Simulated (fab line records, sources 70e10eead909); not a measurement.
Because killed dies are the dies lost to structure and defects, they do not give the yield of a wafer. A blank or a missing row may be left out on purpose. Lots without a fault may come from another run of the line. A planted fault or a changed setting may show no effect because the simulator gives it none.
Which tool did it? -- flow nand-harc -- Sampling: 12 lots, 36 wafers, 3 of 1302 route steps

== WHAT EACH GAUGE READ, for each wafer ==
NHARC_A_CONTACT_CD_MEAS_42: target cd 300 nm.
lot,measured,on,cd-nm (nm)
L075,day 22 02:18,cd-sem-01,299.6 299.1 299.3
L076,day 22 11:17,cd-sem-03,300.5 300.4 300.3
L079,day 23 04:52,cd-sem-01,299.6 299.5 299.5
L081,day 24 11:29,cd-sem-03,299.8 299.9 299.2
L084,day 25 23:12,cd-sem-01,300.0 300.7 300.4
L083,day 26 05:17,cd-sem-01,299.8 300.1 299.5
L086,day 27 04:10,cd-sem-01,300.0 299.6 299.5
L089,day 27 15:57,cd-sem-02,300.1 300.6 300.4
L090,day 28 10:55,cd-sem-02,299.9 300.1 299.5
L092,day 29 14:56,cd-sem-03,299.9 300.0 300.2
L096,day 30 11:27,cd-sem-02,300.5 300.4 300.4
L097,day 31 17:20,cd-sem-02,300.0 300.1 300.3

== WHICH TOOL RAN EACH LOT (tool, then ch and the chambers of the sampled wafers, then the start) ==
lot,NHARC_A_SGD_CUT_STRIP_28,NHARC_A_SLIT_ETCH_24
L075,"rie-diel-04 ch 0,1,3, day 20 10:09 or earlier","rie-diel-02 ch 0,2, day 20 10:09"
L076,"rie-diel-04 ch 0,1,3, day 20 18:11 or earlier","rie-diel-11 ch 1,2,3, day 20 18:11"
L079,"rie-diel-13 ch 1,2, day 21 15:10 or earlier","rie-diel-11 ch 0,1, day 21 15:10"
L081,"rie-diel-04 ch 0,2, day 22 19:43 or earlier","rie-diel-02 ch 1,2, day 22 19:43"
L084,"rie-diel-10 ch 0,2,3, day 24 07:53 or earlier","rie-diel-02 ch 1,2,3, day 24 07:53"
L083,"rie-diel-04 ch 1,2, day 24 16:23 or earlier","rie-diel-06 ch 0,2, day 24 16:23"
L086,"rie-diel-04 ch 1,3, day 25 03:40 or earlier","rie-diel-11 ch 1,2,3, day 25 03:40"
L089,"rie-diel-04 ch 0,2,3, day 25 23:42 or earlier","rie-diel-06 ch 0,3, day 25 23:42"
L090,"rie-diel-10 ch 0,1, day 26 20:22 or earlier","rie-diel-02 ch 0,1, day 26 20:22"
L092,"rie-diel-13 ch 0,2, day 28 00:38 or earlier","rie-diel-02 ch 1,2,3, day 28 00:38"
L096,"rie-diel-10 ch 0,2, day 28 14:25","rie-diel-02 ch 0,3, day 28 20:49"
L097,"rie-diel-10 ch 0,1, day 30 05:08 or earlier","rie-diel-11 ch 0,1,3, day 30 05:08"
- NHARC_A_SGD_CUT_STRIP_28: strips in O2, time 20 s.
- NHARC_A_SLIT_ETCH_24: etches the open film in CF4/CHF3, target depth 121 nm, time 60.5 s.

== THE ANSWER, worked out from the rows above alone ==
Rule: what is usual is taken from the lots themselves. The widest of any qualifying gaps counts: lots, ordered by their means at a reading, are off when they make up no more than a third of the lots, leave a main group of 4 or more, and stand apart from it by 3 or more times the standard deviation of that group's means. The tables above print the reading to a certain number of digits; a main group whose means all agree to those digits is not used. A lot without any number at a reading at which 4 lots or more have one is off too. All remaining lots with rows at the step are treated as sound.
No lot is off at any reading shown: from this, nothing can be told.

== WHAT WAS PUT IN BY THE SIMULATOR ==
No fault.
